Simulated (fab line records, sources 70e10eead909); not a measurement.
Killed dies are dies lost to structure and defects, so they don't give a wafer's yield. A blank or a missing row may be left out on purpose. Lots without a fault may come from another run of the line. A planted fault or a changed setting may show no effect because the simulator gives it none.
Chamber matching | flow nand_harc | NHARC_A_STAIRCASE_DEP_301 on pecvd-02: 3 sister chambers
The step deposits SiON, target thk 30 nm. 3 wafers are shown with their chamber, then 12 later ones without.

WAFERS WITH THEIR CHAMBER
wafer  | chamber | heater_power_w (W)
L083.4 | 1       | 719
L086.5 | 0       | 779
L086.6 | 2       | 779

WAFERS WITHOUT THEIR CHAMBER
wafer  | heater_power_w (W)
L085.2 | 674
L085.4 | 683
L085.6 | 791
L090.1 | 813
L090.5 | 806
L090.6 | 792
L095.1 | 686
L095.5 | 832
L095.6 | 730
L094.2 | 734
L094.3 | 764
L094.6 | 822

WHICH CHAMBER EACH WENT THROUGH
wafer  | from the rows above          | in truth
L085.2 | can't be placed: 1 or 0 or 2 | 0
L085.4 | can't be placed: 1 or 0 or 2 | 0
L085.6 | can't be placed: 0 or 2 or 1 | 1
L090.1 | can't be placed: 0 or 2 or 1 | 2
L090.5 | can't be placed: 0 or 2 or 1 | 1
L090.6 | can't be placed: 0 or 2 or 1 | 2
L095.1 | can't be placed: 1 or 0 or 2 | 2
L095.5 | can't be placed: 0 or 2 or 1 | 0
L095.6 | can't be placed: 1 or 0 or 2 | 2
L094.2 | can't be placed: 1 or 0 or 2 | 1
L094.3 | can't be placed: 0 or 2 or 1 | 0
L094.6 | can't be placed: 0 or 2 or 1 | 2
Placed correctly: 0 of 12. Can't be placed from these rows: 12 (the true chamber is among the candidates in 12). Placed wrongly: 0.
How it was worked out, from the rows above alone: a wafer's distance from a chamber is the root of the sum, over the readings, of the square of ((its reading less the chamber's mean) divided by the reading's scatter). The wafer belongs to the nearest chamber; if the next one is less than 2 further off, it can't be placed. A chamber's mean is the mean of its shown wafers. The scatter: with one shown wafer a chamber, the root of the mean of the squares of how far each hidden wafer lies from its nearest shown one.
